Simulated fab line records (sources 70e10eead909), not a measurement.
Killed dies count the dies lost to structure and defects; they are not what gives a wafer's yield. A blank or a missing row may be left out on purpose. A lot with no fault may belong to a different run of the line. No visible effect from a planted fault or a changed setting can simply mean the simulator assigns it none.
Which tool did it?    flow nand_harc    6 lots with 18 wafers sampled at 2 steps, on a route of 1159 steps

## WHAT EACH GAUGE READ, for each wafer
NHARC_P_ZERO_WELL_CD_MEAS_52: target cd 2000 nm.
lot   measured     on         cd_nm (nm)
L494  day 2 05:44  cd_sem-02  1999.9 1998.9 1998.4
L497  day 2 23:48  cd_sem-03  1999.2 1999.7 2000.7
L501  day 3 23:37  cd_sem-03  1996.8 1997.2 1998.7
L509  day 5 23:53  cd_sem-02  1999.9 1999.8 1999.2
L512  day 6 18:01  cd_sem-02  1999.8 2001.4 1999.0
L515  day 7 11:54  cd_sem-02  2001.7 2000.9 2001.6

## EACH LOT AND THE TOOL THAT RAN IT (in order: tool; ch and the chambers of the sampled wafers; start)
lot   NHARC_P_ZERO_WELL_EXPOSE_49
L494  krf_scanner-02 ch 0, day 2 05:35
L497  krf_scanner-03 ch 0, day 2 23:38
L501  krf_scanner-02 ch 0, day 3 23:28
L509  krf_scanner-02 ch 0, day 5 23:44
L512  krf_scanner-04 ch 0, day 6 17:52
L515  krf_scanner-04 ch 0, day 7 11:45
- NHARC_P_ZERO_WELL_EXPOSE_49: exposes mask P HVPW, target cd 2000 nm.

## THE ANSWER, worked out from the rows above alone
Rule: usual is defined by the lots themselves. The widest of any qualifying gaps counts: lots, ordered by their means at a reading, are off when they make up no more than a third of the lots, leave a main group of 4 or more, and stand apart from it by 3 or more times the standard deviation of that group's means. If all means in a main group match to the digits the tables above print for the reading, that group is not used. A lot without any number at a reading at which 4 lots or more have one is off too. The other lots that the step has rows for count as sound.
No lot is off on any of the readings shown, so nothing can be concluded from this.

## WHAT WAS PUT IN BY THE SIMULATOR
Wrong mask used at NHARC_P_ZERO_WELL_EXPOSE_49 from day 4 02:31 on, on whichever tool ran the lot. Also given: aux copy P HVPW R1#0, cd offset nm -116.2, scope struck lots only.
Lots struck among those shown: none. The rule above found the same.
